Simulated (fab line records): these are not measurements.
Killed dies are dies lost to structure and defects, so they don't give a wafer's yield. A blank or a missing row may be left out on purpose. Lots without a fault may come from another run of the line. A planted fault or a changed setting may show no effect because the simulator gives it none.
Chamber matching ; flow n5Finfet ; N5_BEOL_M0_SAQP_CUT_ETCH_46 on rieDiel-06: 4 sister chambers
The step etches SOC in N2/H2, target depth 135 nm, overetch 27 nm, time 202.5 s. 14 wafers are shown with their chamber, then 7 later ones without.

== WAFERS PAIRED WITH THEIR CHAMBERS ==
wafer;chamber;drypumpMotorCurrentA (A);throttleValvePct (%);showerheadPlenumPTorr (Torr)
L074.3;2;6.07;17.51;2.49
L074.4;3;5.78;18.01;2.52
L074.5;1;6.48;17.29;2.57
L075.2;3;5.79;18.04;2.52
L075.4;1;6.48;17.32;2.57
L075.6;3;5.78;18.04;2.52
L076.2;0;5.80;18.01;2.68
L076.5;2;6.05;17.53;2.49
L076.6;1;6.49;17.32;2.57
L080.1;0;5.80;18.04;2.68
L080.3;3;5.79;18.07;2.52
L080.5;1;6.49;17.31;2.56
L087.1;0;5.78;18.03;2.67
L087.4;3;5.80;18.07;2.51

SIGNATURES, as means of the wafers listed above
reading;chamber 0;chamber 1;chamber 2;chamber 3;scatter within a chamber
drypumpMotorCurrentA;5.7933;6.4850;6.0600;5.7880;0.0092
throttleValvePct;18.0267;17.3100;17.5200;18.0460;0.0195
showerheadPlenumPTorr;2.6767;2.5675;2.4900;2.5180;0.00471
Rule: for a wafer and a chamber, the distance is found by dividing, reading by reading, the gap between the wafer's reading and the chamber's mean by the reading's scatter, squaring, summing and taking the root. The wafer belongs to the nearest chamber; if the next one is less than 2 further off, it can't be placed. The scatter: the root of (the sum of the squares of (reading less its chamber's mean) over the shown wafers, divided by (wafers less chambers)).

== WAFERS WITHOUT THEIR CHAMBER ==
wafer;drypumpMotorCurrentA (A);throttleValvePct (%);showerheadPlenumPTorr (Torr)
L087.6;5.78;18.06;2.51
L092.2;6.03;17.57;2.48
L092.3;5.79;18.07;2.51
L092.5;5.79;18.05;2.67
L096.3;5.80;18.10;2.51
L096.5;6.50;17.38;2.55
L096.6;6.05;17.58;2.48

== WHICH CHAMBER EACH ONE RAN IN ==
wafer;from the rows above;in truth
L087.6;3;3
L092.2;2;2
L092.3;3;3
L092.5;0;0
L096.3;3;3
L096.5;1;1
L096.6;2;2
Correct placement for 7 of the 7. Can't be placed from these rows: 0. Number placed wrongly: 0.
